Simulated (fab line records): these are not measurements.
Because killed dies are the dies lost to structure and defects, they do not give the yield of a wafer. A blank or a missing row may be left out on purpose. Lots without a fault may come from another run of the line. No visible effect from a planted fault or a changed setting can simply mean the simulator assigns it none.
Struck lot and sound lot, side by side / flow n5 finfet / 16 steps out of a route of 1938
Sound: wafers L291.1, L291.3, L291.5. The struck wafers were L293.1, L293.3, L293.4. At the end, the cause is stated.
Order at every step that has rows: each side's tool, ch and its chambers, its first start. Under that, the readings that differ: sound wafers / struck wafers / difference of the means / sigmas: that difference in standard deviations of wafers without a fault.
alike: a reading whose means differ by less than 2 such deviations, as well as words and numbers matching on both sides. not compared: withheld readings; readings where some wafer has no value; bounds like >300 that might hide an equal value; numbers whose values overlap and for which the record gives no deviation.
The two part at a step that has a row with sigmas, a row that says differs or no value, or rows on one side only. Non-overlapping numbers with no deviation appear without sigmas and do not part them. Lack of a reading on every wafer of one side parts them only where that side has two or more wafers.

first, 2 steps without rows for these wafers: N5_BEOL_M2_SPUTTER_81 (material Cu, target thk 4.5 nm, time 8.29 s); N5_BEOL_M2_ANNEAL_82 (time 240 s).
N5_BEOL_M2_SPUTTER_86: material Cu, target thk 4.5 nm, time 8.29 s.
  struck on pvd sputter-02, day 10 12:07; sound on pvd sputter-01, day 9 13:07
  alike: chamber pressure pa, chuck gas flow sccm, chuck sensor temp C, throttle valve pct
then, 1 step without rows for these wafers: N5_BEOL_M2_ANNEAL_87 (time 240 s).
N5_BEOL_M2_SPUTTER_88: material Cu, target thk 4.5 nm, time 8.29 s.
  struck on pvd sputter-02, day 10 12:20; sound on pvd sputter-01, day 9 13:20
  alike: chamber pressure pa, chuck gas flow sccm, chuck sensor temp C, throttle valve pct
then, 1 step without rows for these wafers: N5_BEOL_M2_ANNEAL_89 (time 240 s).
N5_BEOL_M2_SPUTTER_90: material Cu, target thk 4.5 nm, time 8.29 s.
  struck on pvd sputter-02, day 10 12:33; sound on pvd sputter-01, day 9 13:34
  alike: chamber pressure pa, chuck gas flow sccm, chuck sensor temp C, throttle valve pct
then, 2 steps without rows for these wafers: N5_BEOL_M2_ANNEAL_91 (time 240 s); N5_BEOL_M2_SPUTTER_92 (material Cu, target thk 4.5 nm, time 8.29 s).
N5_BEOL_M2_ANNEAL_93: time 240 s.
  struck on pvd sputter-02, day 10 12:51; sound on pvd sputter-01, day 9 13:52
  alike: heater power w, susceptor_temp_C_max
N5_BEOL_M2_SPUTTER_94: material Cu, target thk 4.5 nm, time 8.29 s.
  struck on pvd sputter-02, day 10 12:59; sound on pvd sputter-01, day 9 14:00
  alike: chamber pressure pa, chuck gas flow sccm, chuck sensor temp C, throttle valve pct
then, 1 step without rows for these wafers: N5_BEOL_M2_ANNEAL_95 (time 240 s).
N5_BEOL_M2_SPUTTER_96: material Cu, target thk 4.5 nm, time 8.29 s.
  struck on pvd sputter-02, day 10 13:13; sound on pvd sputter-01, day 9 14:13
  no value came back on the struck wafers for chamber pressure pa (Pa), chuck gas flow sccm (sccm), chuck sensor temp C (C), throttle valve pct (%); on the sound wafers chamber pressure pa (Pa) reads 0.06986 0.06972 0.0701
then, 1 step without rows for these wafers: N5_BEOL_M2_ECD_50 (material Cu, target thk 300 nm).
N5_BEOL_M4_RC_MEAS_101:
  sound on prober-01 ch 0, day 10 17:53; struck on prober-01 ch 0, day 11 07:11
reading=ION_P (uA/um); sound=464 462 470; struck=447 454 455; difference=-13; sigmas=-2
  alike: DIBL_N, DIBL_P, IOFF_N, IOFF_P, ION_N, SS_N, SS_P, VT_N, VT_P
N5_PASSIVATION_PROBE_49:
  rows exist in the record for the sound wafers here (prober-02, day 14 11:53), none for the struck ones

== WHERE THEY PART ==
Last at N5_PASSIVATION_PROBE_49 as far as this record goes, first at N5_BEOL_M2_SPUTTER_96.

WHY: whatever the simulator had introduced
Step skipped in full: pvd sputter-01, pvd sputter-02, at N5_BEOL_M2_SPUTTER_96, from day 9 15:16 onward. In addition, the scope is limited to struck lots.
